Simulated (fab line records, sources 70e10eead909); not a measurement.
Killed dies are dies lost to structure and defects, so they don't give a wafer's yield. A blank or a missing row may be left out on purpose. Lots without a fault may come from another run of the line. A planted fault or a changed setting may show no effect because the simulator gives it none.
fab line records | flow nand_harc
record lots=11 wafers=33 last_day=32
route steps=1302 shown A_CHANNEL_HOLE_D2@599 A_CHANNEL_FILL_D2@619 END@1302
lots that met no fault: from a run of the same line without faults
start_h: hours from the record's first day to the start of the lot's first wafer shown | wait_h: hours since the lot's step before | " the same as in the row above | L1.1+2: a row that stands for several wafers | - no value, or no start given | * or withheld: withheld | < > ~ a bound
route shown NAME@n: a module of which the file shows steps, and the number in the route of the first | usual: mean/standard deviation of fault-free wafers | same: alike in all rows | chamber/n: place in a boat | sites: the reading at each site | _std_site: their standard deviation | _edge_site: outer sites' mean less inner sites' | radius_mm: how far each site lies from the wafer's centre | mask NAME#n: copy n | behind: the tool/chamber that last shaped the wafer | hold: why the lot was held/for how many hours/how that ended | device: the transistor (n, p or np) that didn't switch | end of line: the same wafers' tests at the end of the route | a step without rows: its recipe alone | killed: dies lost to structure and defects at the first sort, not the wafer's yield | map: a wafer's dies, x killed, . not, _ none there
set.NAME: the setting as run; set.NAME@STEP: as run at that earlier step | model.NAME: the simulator's own value behind a step, which no gauge read
steps of the route over a sample of lots; a table a step, a row a wafer
services: from which hour (start_h, from the record's first day; less than 0 if before it) a tool's chamber was out of use, for how many hours, and why
## steps
# step NHARC_A_CHANNEL_HOLE_D2_ETCH_27
# recipe bias_v=400 source_w=2000 pressure_mtorr=25 time_s=90 ar_flow_sccm=375 c4f8_flow_sccm=41.7 o2_flow_sccm=83.3 temp_c=-20 target_depth_a=4000 chemistry=C4F8/O2/Ar
# usual drypump_motor_current_A=6.0/0.46 showerhead_plenum_p_Torr=3.66/0.14 throttle_valve_pct=27.619/0.0094
# columns lot.wafer tool chamber start_h wait_h drypump_motor_current_A rf_hours_counter_h showerhead_plenum_p_Torr throttle_valve_pct
L691.2 har_etch-02 1 316.35 0.2 5.7 363 3.53 27.616
L691.3 " 0 " " 5.5 - 3.68 27.633
L691.6 " 0 " " 5.5 - 3.68 27.623
L692.2 har_etch-02 1 332.56 0.2 5.6 374 3.53 27.623
L692.4 " 1 " " 5.6 - 3.53 27.625
L692.3 " 0 " " 5.5 - 3.67 27.627
L696.1 har_etch-02 1 362.14 0.2 5.6 389 3.52 27.625
L696.3 " 0 " " 5.5 - 3.67 27.617
L696.5 " 0 " " 5.5 - 3.67 27.627
L695.2 har_etch-01 0 363.67 0.2 6.5 195 3.52 27.632
L695.3 " 0 " " 6.5 - 3.52 27.613
L695.5 " 1 " " 6.4 - 3.71 27.589
L697.2 har_etch-01 1 378.99 0.2 6.4 203 3.71 27.617
L697.4 " 0 " " 6.6 - 3.52 27.618
L697.5 " 1 " " 6.4 - 3.71 27.622
L699.1 har_etch-01 0 388.05 0.2 6.5 211 3.52 27.610
L699.3 " 1 " " 6.4 - 3.70 27.619
L699.4 " 0 " " 6.5 - 3.52 27.616
L704.4 har_etch-02 1 452.76 0.2 5.6 - 3.96 27.615
L704.5 " 0 " " 5.5 - 3.64 27.616
L704.6 " 1 " " 5.6 - 3.96 27.605
L705.4 har_etch-01 1 463.05 0.2 6.4 - 3.68 27.614
L705.3 " 0 " " 6.5 - 3.49 27.624
L705.5 " 1 " " 6.4 - 3.68 27.628
L706.4 har_etch-01 1 482.13 0.2 6.4 - 3.67 27.613
L706.3 " 0 " " 6.5 - 3.49 27.614
L706.5 " 0 " " 6.5 - 3.49 27.607
L711.3 har_etch-01 1 505.72 0.2 6.4 - 3.66 27.619
L711.5 " 1 " " 6.4 - 3.66 27.622
L711.6 " 0 " " 6.6 - 3.48 27.619
L712.1 har_etch-02 0 525.74 0.2 5.5 84 3.61 27.631
L712.4 " 1 " " 5.7 - 3.93 27.628
L712.3 " 0 " " 5.5 - 3.61 27.620
# step NHARC_A_CHANNEL_HOLE_D2_ETCH_44
# recipe target_depth_a=1400 overetch_a=140 time_s=77 ion_energy_ev=100 cf4_flow_sccm=80 o2_flow_sccm=20 ar_flow_sccm=0 rf_w=300 bias_w=100 chemistry=CF4/O2
# usual drypump_motor_current_A=5.8/0.35 oes_product_au=0.999/0.012 rf_vpp_V=197.7/1.1 showerhead_plenum_p_Torr=1.34/0.031 throttle_valve_pct=13.397/0.0097
# columns lot.wafer tool chamber start_h wait_h drypump_motor_current_A oes_product_au rf_hours_counter_h rf_vpp_V showerhead_plenum_p_Torr throttle_valve_pct
L691.3 rie_diel-12 0 317.10 0.0 5.6 0.981 1.9 197.8 1.38 13.374
L691.2 " 1 " " 5.9 0.984 1.7 197.4 1.31 13.411
L691.6 " 1 " " 5.9 0.983 - 195.9 1.31 13.392
L692.2 rie_diel-02 3 333.34 0.1 6.0 1.006 5.6 196.7 1.31 13.412
L692.3 " 1 " " 5.5 1.008 5.3 198.0 1.34 13.396
L692.4 " 3 " " 5.9 1.011 - 197.0 1.31 13.384
L696.3 rie_diel-02 2 362.87 0.1 5.5 0.993 6.9 198.0 1.36 13.392
L696.1 " 0 " " 5.6 0.995 6.2 198.4 1.37 13.380
L696.5 " 2 " " 5.5 0.996 - 199.0 1.36 13.399
L695.3 rie_diel-02 3 364.39 0.1 5.9 1.008 6.7 197.5 1.31 13.407
L695.2 " 2 " " 5.5 1.000 7.1 198.1 1.36 13.408
L695.5 " 0 " " 5.6 0.995 - 200.4 1.37 13.406
L697.2 rie_diel-09 2 379.79 0.1 6.0 0.995 3.1 199.2 1.38 13.402
L697.4 " 1 " " 6.2 0.989 - 198.6 1.35 13.410
L697.5 " 2 " " 6.0 1.004 - 198.7 1.38 13.390
L699.4 rie_diel-02 1 388.77 0.1 5.5 1.005 8.0 198.8 1.34 13.400
L699.3 " 2 " " 5.5 1.003 8.9 198.9 1.36 13.400
L699.1 " 3 " " 5.9 1.011 8.3 197.4 1.31 13.386
L704.4 rie_diel-02 0 453.41 0.0 5.6 1.016 2.7 199.5 1.37 13.381
L704.6 " 0 " " 5.6 0.995 - 199.3 1.37 13.398
L704.5 " 1 " " 5.5 1.012 - 196.4 1.34 13.394
L705.4 rie_diel-12 2 463.74 0.1 5.2 1.015 0.7 196.6 1.29 13.395
L705.3 " 3 " " 6.6 1.000 1.1 198.1 1.33 13.403
L705.5 " 2 " " 5.2 1.017 - 197.0 1.29 13.379
L706.3 rie_diel-09 1 482.82 0.1 6.2 0.980 10.5 198.2 1.35 13.417
L706.4 " 2 " " 6.0 1.015 11.5 197.1 1.38 13.401
L706.5 " 0 " " 5.7 0.977 - 195.8 1.28 13.398
L711.3 rie_diel-12 3 506.42 0.1 6.7 1.001 4.3 197.8 1.33 13.400
L711.5 " 1 " " 5.9 1.006 - 197.5 1.31 13.383
L711.6 " 2 " " 5.2 1.005 - 196.1 1.29 13.399
L712.4 rie_diel-12 3 526.46 0.1 6.6 1.003 6.1 197.3 1.33 13.387
L712.1 " 0 " " 5.6 0.977 5.5 196.8 1.37 13.401
L712.3 " 2 " " 5.2 1.010 4.7 195.8 1.29 13.419
# step NHARC_A_CHANNEL_HOLE_D2_STRIP_28
# recipe o2_flow_sccm=500 ar_flow_sccm=0 bias_w=0 chemistry=O2
# usual drypump_motor_current_A=5.8/0.37 oes_product_au=0.999/0.01 rf_vpp_V=57.9/0.89 showerhead_plenum_p_Torr=3.53/0.077 throttle_valve_pct=17.036/0.0094
# columns lot.wafer tool chamber start_h wait_h drypump_motor_current_A oes_product_au rf_hours_counter_h rf_vpp_V showerhead_plenum_p_Torr throttle_valve_pct
L691.3 rie_diel-12 2 - - 5.2 1.014 2.3 58.0 3.43 17.040
L691.2 " 3 " " 6.6 0.990 2.6 57.2 3.51 17.020
L691.6 " 1 " " 6.0 0.999 - 57.4 3.48 17.047
L692.2 rie_diel-02 3 - - 6.0 1.008 5.6 56.7 3.45 17.032
L692.3 " 1 " " 5.5 1.013 5.4 55.6 3.55 17.030
L692.4 " 2 " " 5.5 1.010 - 57.3 3.60 17.040
L696.3 rie_diel-02 1 - - 5.5 1.022 6.4 59.5 3.54 17.021
L696.1 " 3 " " 5.9 1.012 6.6 58.9 3.45 17.032
L696.5 " 1 " " 5.5 0.999 - 57.2 3.54 17.035
L695.3 rie_diel-02 2 - - 5.5 0.991 7.1 58.6 3.60 17.028
L695.2 " 1 " " 5.5 1.000 6.5 57.3 3.54 17.028
L695.5 " 2 " " 5.5 0.997 - 58.4 3.60 17.041
L697.2 rie_diel-09 2 - - 6.0 1.005 3.2 58.1 3.64 17.027
L697.4 " 1 " " 6.2 0.989 - 57.6 3.57 17.021
L697.5 " 2 " " 6.0 1.010 - 58.0 3.64 17.051
L699.1 rie_diel-02 2 - - 5.5 1.007 9.0 56.1 3.60 17.036
L699.4 " 3 " " 5.9 1.012 8.3 58.7 3.45 17.054
L699.3 " 0 " " 5.6 0.997 7.6 58.2 3.61 17.018
L704.4 rie_diel-02 0 - - 5.6 1.015 2.7 57.5 3.61 17.037
L704.6 " 3 " " 6.0 1.010 - 57.8 3.45 17.027
L704.5 " 0 " " 5.7 1.013 - 57.5 3.61 17.030
L705.4 rie_diel-12 1 - - 5.9 1.004 0.7 56.8 3.47 17.040
L705.3 " 2 " " 5.2 1.009 0.8 56.2 3.42 17.030
L705.5 " 0 " " 5.6 0.983 - 57.2 3.63 17.042
L706.4 rie_diel-09 2 - - 6.0 1.001 11.5 57.4 3.64 17.047
L706.3 " 3 " " 6.3 0.995 10.6 57.8 3.51 17.043
L706.5 " 1 " " 6.2 0.985 - 57.7 3.56 17.033
L711.3 rie_diel-12 1 - - 5.9 0.992 3.0 57.3 3.47 17.045
L711.5 " 0 " " 5.6 0.986 - 59.6 3.63 17.042
L711.6 " 1 " " 5.9 0.997 - 57.9 3.47 17.026
L712.4 rie_diel-12 2 - - 5.2 1.015 4.8 56.8 3.42 17.042
L712.3 " 3 " " 6.7 1.001 6.2 57.8 3.50 17.038
L712.1 " 1 " " 6.0 1.007 4.3 57.0 3.47 17.027
# step NHARC_A_CHANNEL_FILL_D2_ETCHBACK_19
# recipe target_depth_a=50 time_s=1.7 hbr_flow_sccm=150 cl2_flow_sccm=50 rf_w=400 icp_w=400 bias_w=100 chemistry=HBr/Cl2
# usual drypump_motor_current_A=5.8/0.36 oes_product_au=0.995/0.016 throttle_valve_pct=26.406/0.0078
# columns lot.wafer tool chamber start_h wait_h drypump_motor_current_A oes_product_au rf_hours_counter_h throttle_valve_pct
L691.3 rie_si-02 3 342.38 0.4 6.4 0.982 0.33 26.408
L691.2 " 0 " " 5.6 0.996 0.25 26.410
L691.6 " 0 " " 5.6 0.993 - 26.388
L692.4 rie_si-05 2 361.13 0.4 5.8 1.012 0.29 26.400
L692.2 " 0 " " 5.5 0.998 0.26 26.400
L692.3 " 1 " " 5.8 1.010 0.32 26.416
L695.2 rie_si-04 1 387.38 0.4 5.9 1.001 0.19 26.404
L695.3 " 3 " " 5.3 1.011 0.28 26.409
L695.5 " 1 " " 5.9 1.004 - 26.404
L696.3 rie_si-02 1 387.39 0.4 5.7 0.817 0.45 26.396
L696.1 " 2 " " 6.2 1.014 0.53 26.419
L696.5 " 1 " " 5.7 0.810 - 26.405
L697.2 rie_si-05 2 405.24 0.4 5.8 1.021 0.68 26.416
L697.4 " 3 " " 5.1 1.001 0.58 26.409
L697.5 " 1 " " 5.8 1.014 - 26.407
L699.1 rie_si-02 2 414.69 0.4 6.2 1.014 0.65 26.390
L699.3 " 3 " " 6.3 0.972 0.61 26.401
L699.4 " 1 " " 5.7 0.816 0.64 26.410
L704.4 rie_si-02 1 478.94 0.4 5.7 0.978 0.09 26.403
L704.6 " 2 " " 6.2 1.009 - 26.412
L704.5 " 3 " " 6.3 0.985 - 26.402
L705.4 rie_si-04 0 489.09 0.4 5.9 0.975 0.98 26.403
L705.3 " 1 " " 5.9 0.996 0.86 26.398
L705.5 " 2 " " 5.6 0.991 - 26.403
L706.4 rie_si-02 2 508.28 0.4 6.2 1.027 0.28 26.401
L706.3 " 3 " " 6.4 0.979 0.27 26.394
L706.5 " 1 " " 5.7 0.978 - 26.410
L711.3 rie_si-02 1 532.58 0.4 5.7 0.971 0.41 26.398
L711.6 " 3 " " 6.4 0.992 - 26.414
L711.5 " 0 " " 5.6 0.984 - 26.401
L712.4 rie_si-04 2 551.73 0.4 5.6 0.994 0.10 26.414
L712.3 " 0 " " 6.0 0.997 0.11 26.405
L712.1 " 1 " " 6.0 0.995 0.14 26.419
# step NHARC_END_SORT_01
# recipe temp_c=25
# usual killed_at_array=54/12 killed_at_other=0.7/1.1 killed_at_periphery=3.9/2.8 killed_dies=59/13 killed_open=3.4/2 killed_short=2.5/1.7
# same gross_dies=677
# columns lot.wafer tool chamber start_h wait_h killed_at_array killed_at_other killed_at_periphery killed_dies killed_open killed_short
L695.2 prober-02 0 623.46 2.8 51 1 2 54 4 4
L695.3 prober-02 0 624.26 3.1 50 0 5 55 4 2
L695.5 prober-02 0 625.84 3.7 52 2 1 55 3 2
L697.2 prober-02 0 639.53 2.8 55 1 5 61 5 0
L697.4 prober-02 0 641.14 3.4 53 1 8 62 4 5
L697.5 prober-02 0 641.95 3.7 45 0 2 47 2 0
L699.1 prober-02 0 651.82 2.5 61 0 3 64 4 2
L699.3 prober-02 0 653.43 3.1 52 1 4 57 3 3
L699.4 prober-02 0 654.23 3.4 55 0 4 59 2 2
# killed by level:class
L695.2 A_SLIT:chamber_film_flake=22 A_CHANNEL_HOLE_D2:chamber_film_flake=11 A_STAIRCASE:chamber_film_flake=5 A_CHANNEL_HOLE_D1:chamber_film_flake=4 P_M0:geometric_particle:short=1 A_SOURCE_PLATE:geometric_particle:open=1 A_CHANNEL_FILL_D1:geometric_particle:short=1 A_ONON_D2:geometric_particle:short=1
L695.3 A_SLIT:chamber_film_flake=22 A_STAIRCASE:chamber_film_flake=11 A_CHANNEL_HOLE_D2:chamber_film_flake=7 A_CHANNEL_HOLE_D1:chamber_film_flake=3 A_WL_FILL:geometric_particle:open=2 P_STI:chamber_film_flake=2 A_BONDPAD:chamber_film_flake=2 P_CONTACT:geometric_particle:short=1
L695.5 A_SLIT:chamber_film_flake=24 A_CHANNEL_HOLE_D2:chamber_film_flake=13 A_BONDPAD:chamber_film_flake=4 A_STAIRCASE:chamber_film_flake=3 A_CHANNEL_HOLE_D1:chamber_film_flake=2 A_CONTACT:chamber_film_flake=2 THIN_TSV:chamber_film_flake=2 P_M2:geometric_particle:open=1
L697.2 A_CHANNEL_HOLE_D1:chamber_film_flake=31 A_CHANNEL_HOLE_D2:chamber_film_flake=12 A_WL_FILL:chamber_film_flake=5 A_CONTACT:chamber_film_flake=3 A_CHANNEL_FILL_D1:geometric_particle:open=2 P_GATE:chamber_film_flake=2 P_M0:geometric_particle:open=1 A_CHANNEL_FILL_D2:geometric_particle:open=1
L697.4 A_CHANNEL_HOLE_D1:chamber_film_flake=26 A_CHANNEL_HOLE_D2:chamber_film_flake=13 A_WL_FILL:chamber_film_flake=3 P_CONTACT:geometric_particle:short=2 P_GATE:chamber_film_flake=2 A_CONTACT:chamber_film_flake=2 P_CONTACT:geometric_particle:open=1 P_M0:geometric_particle:short=1
L697.5 A_CHANNEL_HOLE_D1:chamber_film_flake=27 A_CHANNEL_HOLE_D2:chamber_film_flake=5 A_CONTACT:chamber_film_flake=5 A_STAIRCASE:chamber_film_flake=2 A_WL_FILL:chamber_film_flake=2 A_CHANNEL_FILL_D2:geometric_particle:open=1 A_CONTACT:geometric_particle:open=1 P_ZERO_WELL:chamber_film_flake=1
L699.1 A_CHANNEL_HOLE_D1:chamber_film_flake=28 A_CHANNEL_HOLE_D2:chamber_film_flake=18 A_CHANNEL_FILL_D1:chamber_film_flake=4 A_DECK1_JOINT:geometric_particle:open=2 A_CHANNEL_FILL_D2:chamber_film_flake=2 A_CHANNEL_FILL_D1:geometric_particle:open=1 A_DECK1_JOINT:geometric_particle:short=1 A_ONON_D2:geometric_particle:open=1
L699.3 A_CHANNEL_HOLE_D1:chamber_film_flake=25 A_CHANNEL_HOLE_D2:chamber_film_flake=13 A_CONTACT:chamber_film_flake=3 P_CONTACT:chamber_film_flake=2 A_CHANNEL_FILL_D1:chamber_film_flake=2 A_STAIRCASE:chamber_film_flake=2 A_SOURCE_PLATE:geometric_particle:short=1 A_ONON_D1:geometric_particle:open=1
L699.4 A_CHANNEL_HOLE_D1:chamber_film_flake=27 A_CHANNEL_HOLE_D2:chamber_film_flake=14 P_GATE:chamber_film_flake=3 A_SLIT:chamber_film_flake=3 A_CHANNEL_FILL_D1:chamber_film_flake=2 A_CONTACT:chamber_film_flake=2 A_CHANNEL_FILL_D1:geometric_particle:short=1 A_CHANNEL_FILL_D1:geometric_particle:open=1
## services
# columns tool chamber start_h hours kind
rie_si-05 - 305.00 9.0 pm
rie_si-04 1 310.54 9.6 repair
rie_diel-02 1 311.72 13.4 repair
rie_diel-09 - 320.10 9.0 pm
rie_diel-12 - 328.39 0.2 repair
rie_si-04 - 342.00 9.0 pm
rie_diel-12 0 360.44 36.9 repair
rie_diel-09 3 376.95 15.9 repair
har_etch-02 - 377.00 17.0 pm
rie_diel-02 - 393.77 9.0 pm
rie_diel-12 0 401.27 20.3 repair
rie_si-04 3 422.64 2.9 repair
rie_diel-09 1 423.97 8.8 repair
rie_diel-09 2 425.46 6.1 repair
rie_diel-12 - 445.40 9.0 pm
rie_si-02 - 454.00 9.0 pm
rie_diel-12 2 477.75 9.0 repair
rie_diel-09 - 497.10 9.0 pm
rie_si-04 1 499.68 3.9 repair
rie_diel-12 1 503.73 2.2 repair
rie_si-04 - 519.00 9.0 pm
rie_diel-02 0 537.66 8.0 repair
rie_diel-12 3 544.68 7.4 repair
rie_diel-02 - 545.84 0.3 repair
## key
first_sign step=NHARC_A_CHANNEL_FILL_D2_ETCHBACK_19 reading=oes_product_au direction=down sigmas=11 usual=0.995 struck=0.814
effect none on later readings
met_at NHARC_A_CHANNEL_FILL_D2_ETCHBACK_19
struck_lots L696,L699
struck_wafers L696.3,L696.5,L699.4
tester_left_out L696,L699
not_acting_at NHARC_A_CHANNEL_HOLE_D2_ETCH_27,NHARC_A_CHANNEL_HOLE_D2_ETCH_44,NHARC_A_CHANNEL_HOLE_D2_STRIP_28
fault kind=process_parameter_drift tool=rie_si-02 chamber=1 onset_h=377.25 steps=NHARC_A_CHANNEL_FILL_D2_ETCHBACK_19 channel=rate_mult offset=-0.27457 shape=step end_h=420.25
# tester_left_out: of these lots the tester's yield and bins aren't shown, on N5 and GAA mostly nor the transistor test; their killed dies are dies lost to structure and defects alone, not to doping, threshold or leakage, so they don't give the yield
